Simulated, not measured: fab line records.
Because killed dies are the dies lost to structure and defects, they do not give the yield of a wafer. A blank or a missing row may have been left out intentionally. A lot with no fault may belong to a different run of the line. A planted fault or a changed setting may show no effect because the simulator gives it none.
Problem report, 8D (eight disciplines) form, completed by code || flow nand harc || the parts of the form that need people (team, actions taken, sign-off) are left out

== 1. THE PROBLEM ==
At NHARC_END_SORT_01, killed dies averages 677 over 3 wafers from 2 lots, while fault-free wafers read 32, standard deviation 11. Relative to the usual mean, that is a shift of +59 standard deviations.
Seen first at day 22 11:28 on prober-02, wafer L854.3. The record holds 6 wafers of 2 lots with a number at this step. Rule for "out" (also "out of limits"): further than 4 standard deviations from the usual mean. All remaining wafers that have a number are taken as sound.

== 2. WHAT IT IS, WHAT IT ISN'T ==
{"question": "which readings at this step", "is": "killed dies, killed at array", "is not": "killed open, killed short"}
{"question": "which lots", "is": "L854, L855", "is not": "-"}
{"question": "which wafers of those lots", "is": "L854.3, L854.5, L855.5", "is not": "L854.1, L855.1, L855.6"}
{"question": "read on which gauges", "is": "prober-01, prober-02", "is not": "-"}
{"question": "when", "is": "from day 22 11:28", "is not": "up to then (1 sound wafer); but 2 sound wafers of L855 came after"}

== 3. THE SUSPECTS, EACH WITH WHAT RULES IT OUT ==
Counting: any tool at a process step up to the reading remains a suspect provided it ran every lot that is out. Sound lots after the first of them don't rule it out here, since some wafers of a struck lot are sound.
- the gauge at NHARC_END_SORT_01 has been ruled out. Those wafers that are out were read across 2 gauges (prober-01, prober-02).
- rie metal-03 at NHARC_A_WL_FILL_ETCHBACK_04 (etches the open film in NF3, target depth 60 nm, time 120 s): kept. It ran every lot that is out, first L854 (day 17 18:55). On those wafers its own readings are out: oes product au.
- rie diel-03 at NHARC_A_WL_FILL_STRIP_29 (strips in O2, time 20 s): kept. It ran every lot that is out, first L854 (day 18 10:06).
After counting, rie metal-03 at NHARC_A_WL_FILL_ETCHBACK_04 and rie diel-03 at NHARC_A_WL_FILL_STRIP_29 remain.

== 4. THE CAUSE (what the simulator had put in) ==
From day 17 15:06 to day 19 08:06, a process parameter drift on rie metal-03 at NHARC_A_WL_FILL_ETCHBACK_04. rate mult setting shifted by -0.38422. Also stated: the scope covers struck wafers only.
Of the 2 suspects that counting leaves, this tool is one.

== 5. THE CHAIN OF EFFECTS, in route order ==
Rows list readings where the struck wafers' mean (over those with a number) sits beyond 3 standard deviations from the usual. Readings are gone through only where the record gives a usual standard deviation; hours: the median, over the lots, of the time from a lot's start at the first step in this table giving one to that lot's start at this step; sigmas: the change measured in usual standard deviations.
{"hours": 0, "step": "NHARC_A_WL_FILL_ETCHBACK_04", "reading": "oes product au", "usual": "0.998 a.u.", "on struck wafers": 0.759, "change": -0.239, "sigmas": -20}
{"hours": 111, "step": "NHARC_END_SORT_01", "reading": "killed at array", "usual": 28, "on struck wafers": 669, "change": "+641", "sigmas": "+58"}
{"hours": 111, "step": "NHARC_END_SORT_01", "reading": "killed dies", "usual": 32, "on struck wafers": 677, "change": "+645", "sigmas": "+59"}
It contains these process steps:
- NHARC_A_WL_FILL_ETCHBACK_04: etches the open film in NF3, target depth 60 nm, time 120 s.

== 6. WHAT WOULD HAVE CAUGHT IT SOONER ==
In this record the first reading out of limits at a measuring or inspecting step was taken at day 22 11:28, 116 hours after the fault began at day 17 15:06.
The tool's own readings at NHARC_A_WL_FILL_ETCHBACK_04 were out on every struck wafer that the step has a row for (oes product au): an alarm limit on them would have fired on the first of those.
Each of the lots that are out, 2 in all, had begun NHARC_A_WL_FILL_ETCHBACK_04 on rie metal-03 no later than day 22 11:28. Had the tool been put on hold then, not one of them would have been saved.
